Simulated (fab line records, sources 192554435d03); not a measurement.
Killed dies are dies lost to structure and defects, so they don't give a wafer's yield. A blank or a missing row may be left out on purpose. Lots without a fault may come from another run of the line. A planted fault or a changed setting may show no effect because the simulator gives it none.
fab line records | flow n5_finfet
record lots=9 wafers=27 last_day=16
route steps=1938 shown HKMG_FIN@448 GATE_CUT@470 BEOL_M4@1111
lots that met no fault: from a run of the same line without faults
start_h: hours from the record's first day to the start of the lot's first wafer shown | wait_h: hours since the lot's step before | " the same as in the row above | L1.1+2: a row that stands for several wafers | - no value, or no start given | * or withheld: withheld | < > ~ a bound
route shown NAME@n: a module of which the file shows steps, and the number in the route of the first | usual: mean/standard deviation of fault-free wafers | same: alike in all rows | chamber/n: place in a boat | sites: the reading at each site | _std_site: their standard deviation | _edge_site: outer sites' mean less inner sites' | radius_mm: how far each site lies from the wafer's centre | mask NAME#n: copy n | behind: the tool/chamber that last shaped the wafer | hold: why the lot was held/for how many hours/how that ended | device: the transistor (n, p or np) that didn't switch | end of line: the same wafers' tests at the end of the route | a step without rows: its recipe alone | killed: dies lost to structure and defects at the first sort, not the wafer's yield | map: a wafer's dies, x killed, . not, _ none there
set.NAME: the setting as run; set.NAME@STEP: as run at that earlier step | model.NAME: the simulator's own value behind a step, which no gauge read
steps of the route over a sample of lots; a table a step, a row a wafer
services: from which hour (start_h, from the record's first day; less than 0 if before it) a tool's chamber was out of use, for how many hours, and why
## steps
# step N5_HKMG_FIN_NWFM_ALD_20
# recipe material=TiAlC target_thk_a=20 temp_c=300 ald_precursor_family=TiCl4 ald_co_reactant=TEA pulse_time_s=3 purge_time_s=2 co_reactant_purge_time_s=2 co_reactant_pulse_time_s=10 ald_cycles=7 pressure_torr=3
# usual heater_power_w=485/44 precursor_pulse_height_rel=0.998/0.02
# columns lot.wafer tool chamber start_h wait_h heater_power_w precursor_pulse_height_rel
L906.2 ald_metal-04 0 87.02 0.4 533 1.017
L906.3 " 3 " " 549 1.023
L906.5 " 1 " " 449 0.999
L908.2 ald_metal-01 0 96.10 0.3 414 0.985
L908.4 " 1 " " 497 1.038
L908.5 " 3 " " 505 0.978
L913.1 ald_metal-01 1 129.29 0.3 508 1.007
L913.3 " 3 " " 495 1.009
L913.6 " 1 " " 486 0.986
L914.2 ald_metal-04 2 131.41 0.3 444 0.979
L914.3 " 1 " " 434 0.954
L914.6 " 3 " " 536 1.012
L917.4 ald_metal-03 3 150.73 0.1 546 1.000
L917.5 " 2 " " 482 0.986
L917.6 " 1 " " 464 0.998
L918.3 ald_metal-01 3 158.41 0.1 487 1.013
L918.4 " 1 " " 500 1.006
L918.6 " 3 " " 506 1.022
L920.1 ald_metal-01 0 171.43 0.3 409 0.992
L920.2 " 2 " " 502 1.015
L920.4 " 1 " " 499 0.993
L921.2 ald_metal-03 3 174.68 0.3 569 0.978
L921.3 " 0 " " 464 1.008
L921.5 " 3 " " 539 0.984
L926.2 ald_metal-01 0 204.63 0.3 424 1.002
L926.4 " 0 " " 423 0.970
L926.6 " 1 " " 499 1.015
# step N5_HKMG_FIN_ETCH_67
# recipe chemistry=N2/H2 target=SOC target_depth_a=3889 stop_on=TiN ion_energy_ev=100 bias_w=61 pressure_mtorr=30 source_w=850 n2_flow_sccm=200 h2_flow_sccm=200
# usual drypump_motor_current_A=6.0/0.5 oes_product_au=0.78/0.074 rf_fwd_power_W=844.2/2.7 rf_vpp_V=241.0/1.2 showerhead_plenum_p_Torr=2.56/0.079 throttle_valve_pct=17.75/0.22
# columns lot.wafer tool chamber start_h wait_h drypump_motor_current_A oes_product_au rf_fwd_power_W rf_hours_counter_h rf_vpp_V showerhead_plenum_p_Torr throttle_valve_pct
L906.2 rie_diel-01 2 87.48 - 6.6 0.72 848.2 180 241.6 2.52 17.73
L906.3 " 0 " " 5.5 0.90 848.9 34 241.7 2.59 18.02
L906.5 " 0 " " 5.5 0.90 848.4 - 240.8 2.59 18.02
L908.2 rie_diel-05 3 96.97 - 5.5 0.81 843.3 93 242.8 2.67 17.71
L908.4 " 0 " " 5.6 0.85 845.8 54 240.2 2.47 17.47
L908.5 " 2 " " 6.6 0.81 848.2 - 241.5 2.56 17.69
L913.1 rie_diel-04 0 129.84 - 6.6 0.70 843.8 208 239.9 2.41 17.62
L913.3 " 2 " " 5.7 0.68 841.2 231 239.9 2.62 17.64
L913.6 " 1 " " 5.7 0.79 843.2 - 240.2 2.56 18.07
L914.2 rie_diel-01 1 131.85 - 6.6 0.88 840.0 46 241.4 2.58 18.18
L914.3 " 3 " " 5.1 0.72 845.8 208 240.2 2.41 17.76
L914.6 " 2 " " 6.6 0.72 845.7 - 240.4 2.52 17.74
L917.4 rie_diel-05 0 151.17 - 5.6 0.82 842.9 76 241.2 2.46 17.49
L917.5 " 2 " " 6.6 0.77 843.3 - 241.6 2.55 17.74
L917.6 " 1 " " 6.3 0.68 845.1 - 241.4 2.61 17.82
L918.3 rie_diel-05 2 158.85 - 6.6 0.77 844.1 138 242.0 2.55 17.74
L918.4 " 1 " " 6.3 0.67 843.3 247 240.8 2.61 17.82
L918.6 " 1 " " 6.3 0.67 841.3 - 242.2 2.61 17.83
L920.1 rie_diel-05 3 172.17 - 5.6 0.77 845.1 123 242.2 2.66 17.79
L920.2 " 2 " " 6.6 0.77 851.7 143 240.3 2.55 17.73
L920.4 " 3 " " 5.6 0.77 843.9 - 243.4 2.66 17.79
L921.2 rie_diel-01 1 175.23 - 6.6 0.87 846.0 63 240.6 2.58 18.19
L921.3 " 2 " " 6.6 0.70 845.4 204 239.9 2.51 17.78
L921.5 " 2 " " 6.6 0.70 845.2 - 240.3 2.51 17.78
L926.2 rie_diel-05 3 205.24 - 5.5 0.76 845.3 140 242.1 2.65 17.80
L926.4 " 2 " " 6.6 0.75 848.3 160 241.5 2.54 17.78
L926.6 " 1 " " 6.3 0.94 844.2 - 240.5 2.61 17.40
# step N5_HKMG_FIN_CMP_94
# recipe stop_on=SiNx post_cmp_clean=w_dilute_nh4oh t_overpolish_s=4.7 down_force_psi=4 platen_rpm=50.289 pad_velocity_m_s=1.0006 target_thk_nm=43.299
# usual head_pressure_psi=4.002/0.0088 motor_current_A=12.8/1.2
# columns lot.wafer tool chamber start_h wait_h head_pressure_psi motor_current_A
L906.2 cmp-03 0 89.24 0.4 3.988 12.7
L906.3 " 3 " " 4.009 13.4
L906.5 " 0 " " 4.003 11.5
L908.4 cmp-03 0 98.87 0.3 4.010 12.5
L908.2 " 1 " " 3.993 12.3
L908.5 " 2 " " 3.997 12.5
L913.3 cmp-03 0 131.65 0.3 4.014 12.6
L913.1 " 1 " " 4.008 12.4
L913.6 " 0 " " 4.007 11.5
L914.3 cmp-01 3 133.72 0.3 4.007 11.1
L914.2 " 0 " " 4.003 12.7
L914.6 " 2 " " 3.997 12.6
L917.4 cmp-02 3 152.94 0.4 3.993 12.4
L917.5 " 3 " " 4.019 12.6
L917.6 " 0 " " 3.989 12.9
L918.3 cmp-03 2 160.67 0.3 4.008 12.1
L918.4 " 3 " " 3.998 12.5
L918.6 " 1 " " 3.991 12.6
L920.4 cmp-03 2 174.01 0.4 4.000 12.6
L920.2 " 3 " " 4.001 13.6
L920.1 " 1 " " 3.796 12.1
L921.3 cmp-01 1 177.24 0.3 3.986 15.8
L921.2 " 3 " " 4.019 11.2
L921.5 " 1 " " 4.014 15.7
L926.4 cmp-01 1 207.08 0.3 4.014 16.4
L926.2 " 3 " " 4.003 11.4
L926.6 " 1 " " 4.000 16.1
# step N5_GATE_CUT_STRIP_59
# recipe chemistry=N2/H2 time_s=20 power_w=100 temp_c=40 pressure_mtorr=100 rf_frequency_hz=6e+07 bias_power_w=3 n2_flow_sccm=300 h2_flow_sccm=300
# usual drypump_motor_current_A=5.9/0.43 oes_product_au=0.80/0.096 rf_vpp_V=45.3/0.9 showerhead_plenum_p_Torr=3.41/0.13 throttle_valve_pct=12.2/0.31
# columns lot.wafer tool chamber start_h wait_h drypump_motor_current_A oes_product_au rf_hours_counter_h rf_vpp_V showerhead_plenum_p_Torr throttle_valve_pct
L906.2 rie_diel-03 1 90.02 0.1 6.0 0.77 132 46.3 3.53 12.5
L906.3 " 0 " " 6.7 0.67 246 43.3 3.33 12.6
L906.5 " 1 " " 6.0 0.76 - 46.3 3.53 12.5
L908.2 rie_diel-06 0 99.47 0.1 6.0 0.69 216 45.5 3.34 12.4
L908.4 " 2 " " 5.2 0.94 - 46.1 3.44 12.0
L908.5 " 0 " " 6.0 0.69 - 44.7 3.34 12.4
L913.1 rie_diel-03 2 132.28 0.1 5.3 0.77 129 45.8 3.27 12.4
L913.3 " 0 " " 6.7 0.95 4 45.5 3.32 12.0
L913.6 " 0 " " 6.7 0.95 - 44.0 3.32 11.9
L914.2 rie_diel-02 0 134.32 0.1 6.0 0.85 54 46.0 3.56 11.8
L914.3 " 2 " " 6.2 0.75 173 45.8 3.23 12.6
L914.6 " 2 " " 6.2 0.76 - 45.3 3.23 12.6
L917.4 rie_diel-02 1 153.60 0.1 6.3 0.76 141 45.2 3.52 11.9
L917.5 " 3 " " 5.6 1.02 - 44.7 3.60 11.9
L917.6 " 2 " " 6.2 0.74 - 43.2 3.23 12.6
L918.3 rie_diel-02 2 161.29 0.1 6.2 0.74 182 44.5 3.23 12.6
L918.4 " 3 " " 5.6 0.99 2 44.8 3.60 11.9
L918.6 " 2 " " 6.2 0.74 - 43.8 3.23 12.6
L920.1 rie_diel-06 0 174.67 0.1 6.0 0.67 238 44.9 3.32 12.5
L920.2 " 1 " " 6.2 0.91 20 47.3 3.43 11.8
L920.4 " 3 " " 5.9 0.83 84 45.0 3.55 12.0
L921.2 rie_diel-02 3 177.88 0.1 5.6 0.96 7 45.6 3.59 11.9
L921.3 " 1 " " 6.2 0.75 149 46.8 3.52 11.9
L921.5 " 3 " " 5.6 0.96 - 45.7 3.59 11.9
L926.2 rie_diel-03 2 207.70 0.1 5.3 0.75 156 45.2 3.26 12.4
L926.4 " 0 " " 6.7 0.86 32 45.1 3.31 12.0
L926.6 " 3 " " 5.4 0.95 - 45.9 3.32 12.0
# step N5_BEOL_M4_RC_MEAS_101
# usual DIBL_N=36.3/1.2 DIBL_P=36.1/1.6 IOFF_N=0.161/0.023 IOFF_P=0.209/0.027 ION_N=676/8.9 ION_P=462/5.3 SS_N=71.5/0.51 SS_P=73.2/0.5 VT_N=249.1/2.5 VT_P=-249.9/2.8
# columns lot.wafer tool chamber start_h wait_h DIBL_N[mV/V] DIBL_P[mV/V] IOFF_N[nA/um] IOFF_P[nA/um] ION_N[uA/um] ION_P[uA/um] SS_N[mV/dec] SS_P[mV/dec] VT_N[mV] VT_P[mV]
L906.2 prober-01 0 176.29 0.2 36.1 35.6 0.155 0.203 683 462 71.5 72.9 248.2 -249.9
L906.3 " 0 " " 35.8 36.2 0.145 0.211 671 461 70.9 72.7 248.5 -250.4
L906.5 " 0 " " 37.7 38.1 0.185 0.249 689 471 71.6 73.9 246.0 -247.5
L908.2 prober-02 0 182.19 0.2 35.7 34.7 0.146 0.190 672 463 71.5 72.8 252.3 -249.1
L908.4 " 0 " " 34.9 33.4 0.125 0.172 666 457 70.9 72.9 252.6 -253.1
L908.5 " 0 " " 34.4 33.8 0.125 0.180 667 464 71.1 72.9 252.0 -251.7
L913.1 prober-02 0 206.31 0.0 36.9 34.3 0.153 0.203 670 467 71.5 73.2 249.4 -248.5
L913.3 " 0 " " 37.7 35.4 0.170 0.221 667 462 71.7 72.8 247.7 -248.0
L913.6 " 0 " " 36.9 34.6 0.166 0.202 674 459 71.5 72.8 250.3 -252.3
L914.2 prober-01 0 212.82 0.3 33.8 34.7 0.146 0.179 678 463 72.2 72.4 247.6 -253.7
L914.3 " 0 " " 35.2 36.6 0.172 0.209 687 463 71.7 73.4 244.4 -249.4
L914.6 " 0 " " 34.6 35.9 0.155 0.190 675 458 71.3 72.8 248.9 -251.1
L918.3 prober-02 0 241.71 0.3 38.5 37.1 0.182 0.229 678 466 72.4 73.8 249.7 -249.3
L918.4 " 0 " " 38.4 37.0 0.186 0.229 671 459 72.5 73.3 249.1 -247.8
L918.6 " 0 " " 36.0 35.3 0.138 0.193 658 455 71.4 73.3 255.3 -251.9
L917.4 prober-02 0 246.78 0.5 36.9 36.3 0.165 0.255 678 471 71.0 72.7 247.4 -244.3
L917.5 " 0 " " 35.8 35.2 0.153 0.231 678 470 71.1 72.7 244.7 -244.4
L917.6 " 0 " " 36.5 35.7 0.152 0.236 671 467 71.5 73.2 248.8 -244.2
L920.1 prober-02 0 249.03 0.0 35.0 35.2 0.151 0.197 676 467 71.9 72.5 247.9 -250.9
L920.2 " 0 " " 35.7 35.9 0.160 0.204 672 462 71.9 73.4 250.1 -250.7
L920.4 " 0 " " 34.0 33.4 0.135 0.174 665 457 71.0 72.6 251.5 -253.3
L921.2 prober-01 0 256.72 0.2 36.9 35.3 0.150 0.187 673 460 70.5 72.4 250.0 -250.0
L921.3 " 0 " " 38.1 37.1 0.188 0.223 676 454 71.6 73.1 248.3 -248.1
L921.5 " 0 " " 38.1 36.7 0.179 0.210 674 464 71.6 73.3 246.3 -252.6
L926.2 prober-02 0 284.75 0.2 34.3 35.7 0.117 0.192 663 461 71.9 72.9 254.1 -252.3
L926.4 " 0 " " 35.8 36.9 0.135 0.214 666 463 71.0 73.7 254.6 -249.9
L926.6 " 0 " " 36.0 37.6 0.138 0.222 673 467 71.6 73.1 254.9 -250.0
## services
# columns tool chamber start_h hours kind
ald_metal-03 - 64.14 1.8 repair
cmp-02 - 82.01 6.3 repair
rie_diel-02 - 83.82 14.6 pm
rie_diel-01 - 88.48 28.1 pm
rie_diel-06 0 88.86 4.1 repair
ald_metal-01 - 112.91 0.6 repair
rie_diel-02 1 113.73 15.6 repair
rie_diel-06 2 117.42 1.2 repair
rie_diel-05 2 119.71 1.5 repair
ald_metal-03 - 131.62 0.8 repair
cmp-03 - 142.93 1.2 repair
rie_diel-02 3 153.75 1.5 repair
ald_metal-03 - 159.25 6.0 pm
cmp-01 - 160.18 2.3 repair
cmp-03 - 164.27 0.9 repair
rie_diel-03 3 164.52 1.7 repair
ald_metal-01 - 173.87 2.8 pm
cmp-03 - 175.11 3.4 pm
rie_diel-06 - 179.18 14.6 pm
ald_metal-03 1 179.37 12.1 repair
rie_diel-01 - 182.64 29.3 repair
cmp-03 - 195.42 1.8 repair
ald_metal-01 2 195.64 10.1 repair
rie_diel-02 0 201.01 9.1 repair
## key
first_sign step=N5_HKMG_FIN_CMP_94 reading=head_pressure_psi direction=down sigmas=23 usual=4.002 struck=3.796
effect none on later readings
met_at N5_HKMG_FIN_CMP_94
struck_lots L920
struck_wafers L920.1
not_acting_at N5_HKMG_FIN_NWFM_ALD_20,N5_HKMG_FIN_ETCH_67,N5_GATE_CUT_STRIP_59
onset_between 160.67 174.01
fault kind=process_parameter_drift tool=cmp-03 chamber=1 onset_h=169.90 steps=N5_HKMG_FIN_CMP_94 channel=down_force_psi offset=-0.20543 shape=step end_h=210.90 acts_in=these_recipes_only stated=4
